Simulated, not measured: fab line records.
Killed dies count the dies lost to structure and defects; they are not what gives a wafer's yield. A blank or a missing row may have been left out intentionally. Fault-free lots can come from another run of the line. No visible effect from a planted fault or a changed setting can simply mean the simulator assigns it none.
Comparing a struck lot with a sound one || flow n5-finfet || 37 out of 1938 route steps
Sound: these wafers, L334.2, L334.3, L334.4. Wafers L324.1, L324.4, L324.5 were the ones struck. At the end, the cause is stated.
Each step with rows lists, per side, the tool, then ch with its chambers, then its first start. Under that, the readings that differ: sound wafers || struck wafers || difference of the means || sigmas: that difference in standard deviations of wafers without a fault.
alike: a reading whose means differ by less than 2 such deviations, as well as words and numbers matching on both sides. not compared: withheld readings; readings where some wafer has no value; bounds like >300 that might hide an equal value; numbers whose values overlap and for which the record gives no deviation.
A row with sigmas, a row that says differs or no value, or rows on one side alone: a step with any of these is where the two part. Numbers that don't overlap but have no deviation are shown without sigmas and don't part them. A reading that every wafer of one side lacks parts them only if that side has two wafers or more.

first, 9 steps without rows for these wafers: N5_BEOL_M4_ANNEAL_95 (time 240 s); N5_BEOL_M4_SPUTTER_96 (material Cu, target thk 4.5 nm, time 8.29 s); N5_BEOL_M4_ECD_50 (material Cu, target thk 300 nm); N5_BEOL_M4_ANNEAL_51 (time 90 s); N5_BEOL_M4_CMP_52 (polishes, stops on SiOC, t overpolish 6.8 s, target thk 40 nm); N5_BEOL_M4_PRE_CLEAN_60 (time 15 s); N5_BEOL_M4_CO_CAP_55 (material Co, precursor CCTBA/H2, target thk 2 nm, time 102.1 s); N5_BEOL_M4_PRE_CLEAN_56 (time 15 s); N5_BEOL_M4_DEP_57 (deposits SiCN from 3MS/NH3, target thk 8 nm, time 14 s).
N5_BEOL_M4_RC_MEAS_101:
  sound on prober-02 ch 0, day 12 21:13; struck on prober-01 ch 0, day 10 10:29
  alike: DIBL_N, DIBL_P, IOFF_N, IOFF_P, ION_N, ION_P, SS_N, SS_P, VT_N, VT_P
then, 24 steps without rows for these wafers: N5_BEOL_M5_ILD_DEP_00 (deposits SiCOH lowk from DEMS/porogen, target thk 140.64 nm, time 25.9 s); N5_BEOL_M5_CURE_79 (cures SiCOH lowk, time 240 s); N5_BEOL_M5_PECVD_70 (deposits SiO2 from TEOS/O2, target thk 16 nm, time 18 s); N5_BEOL_M5_HM_DEP_02 (deposits TiN, target thk 20 nm); N5_BEOL_M5_COAT_59 (time 60 s, resist thk 60 nm); N5_BEOL_M5_COAT_60 (time 60 s, resist thk 12 nm); N5_BEOL_M5_COAT_71 (time 60 s, resist thk 5 nm); N5_BEOL_M5_COAT_05 (resist thk 30 nm); N5_BEOL_M5_EBR_07; N5_BEOL_M5_SOFTBAKE_06 (time 60 s); N5_BEOL_M5_EXPOSE_08 (exposes mask M5, target cd 28 nm); N5_BEOL_M5_PEB_09 (peb time 60 s); N5_BEOL_M5_DEVELOP_10 (develop time 30 s); N5_BEOL_M5_DESCUM_16 (chemistry O2, time 7 s); N5_BEOL_M5_ETCH_72 (etches underlayer in N2/H2, target depth 6.5 nm, time 5.2 s); N5_BEOL_M5_ETCH_61 (etches SiARC in CF4, target depth 15.6 nm, time 26 s); N5_BEOL_M5_ETCH_62 (etches SOC in N2/H2, target depth 75 nm, overetch 15 nm, time 112.5 s); N5_BEOL_M5_STRIP_63 (strips in N2/H2); N5_BEOL_M5_STRIP_73 (strips in N2/H2); N5_BEOL_M5_STRIP_64 (strips in CF4); N5_BEOL_M5_HM_OPEN_17 (chemistry Cl2/BCl3, target TiN, target depth 20 nm, overetch 6 nm); N5_BEOL_M5_STRIP_19 (strips in O2); N5_BEOL_M5_COAT_65 (time 60 s, resist thk 60 nm); N5_BEOL_M5_COAT_66 (time 60 s, resist thk 12 nm).
N5_BEOL_M7_ALD_77: deposits TaN, target thk 2 nm, pulse time 2 s, purge time 3 s.
  sound on ald-metal-02 ch 1,2,3, day 14 01:21; struck on ald-metal-02 ch 1,3, day 11 12:59
  no value came back on the struck wafers for any of 5 readings (ald-cycles, chamber-pressure-Torr (Torr) and others); on the sound wafers ald-cycles reads 40 40 40
N5_BEOL_M7_CMP_52: polishes, stops on SiCOH lowk, t overpolish 6.9 s, target thk 80 nm.
  sound on cmp-04 ch 0,1,2, day 14 02:24; struck on cmp-01 ch 0,3, day 11 14:16
{"reading": "barrier-field-endpoint-s (s)", "sound": "28.8 28.6 29.1", "struck": "26.0 26.4 26.0", "difference": -2.7, "sigmas": -4}
  alike: motor-current-A
-- record jumps: 4 days separate the struck wafers' starts on either side; left off in module BEOL_M7, taken up again in module PASSIVATION, whose first shown step is the route's number 1936 --
N5_PASSIVATION_PROBE_49:
  sound on prober-02 at day 17 15:00; struck on prober-02 at day 15 04:29
{"reading": "defect-limited-yield (%)", "sound": "87.4 89.3 87.7", "struck": "0 0 0", "difference": -88, "sigmas": -59}
{"reading": "killed_at_M4_up", "sound": "31 14 27", "struck": "1080 1084 1075", "difference": "+1056", "sigmas": "+99 or more"}
{"reading": "killed-dies", "sound": "149 126 145", "struck": "1180 1180 1180", "difference": "+1040", "sigmas": "+58"}
{"reading": "killed-on-rim", "sound": "23 12 23", "struck": "152 152 152", "difference": "+133", "sigmas": "+32"}
{"reading": "killed-short", "sound": "49 50 46", "struck": "26 23 27", "difference": -23, "sigmas": -3}
{"reading": "sort_bin_4_leakage (%)", "sound": "0 0 0", "struck": "90.42 91.19 90.76", "difference": "+90.79", "sigmas": ""}
{"reading": "sort-n-pass", "sound": "1031 1054 1035", "struck": "0 0 0", "difference": -1040, "sigmas": -58}
{"reading": "sort-yield-pct (%)", "sound": "87.4 89.3 87.7", "struck": "0 0 0", "difference": -88, "sigmas": -59}
  alike: killed_at_M0_to_M3, killed-at-contacts, killed-at-front-end, killed-at-other, killed-open, sort_bin_5_function, sort_bin_6_memory

== WHERE THEY PART ==
Last at N5_PASSIVATION_PROBE_49 as far as this record goes, first at N5_BEOL_M7_ALD_77.

WHY: whatever the simulator had introduced
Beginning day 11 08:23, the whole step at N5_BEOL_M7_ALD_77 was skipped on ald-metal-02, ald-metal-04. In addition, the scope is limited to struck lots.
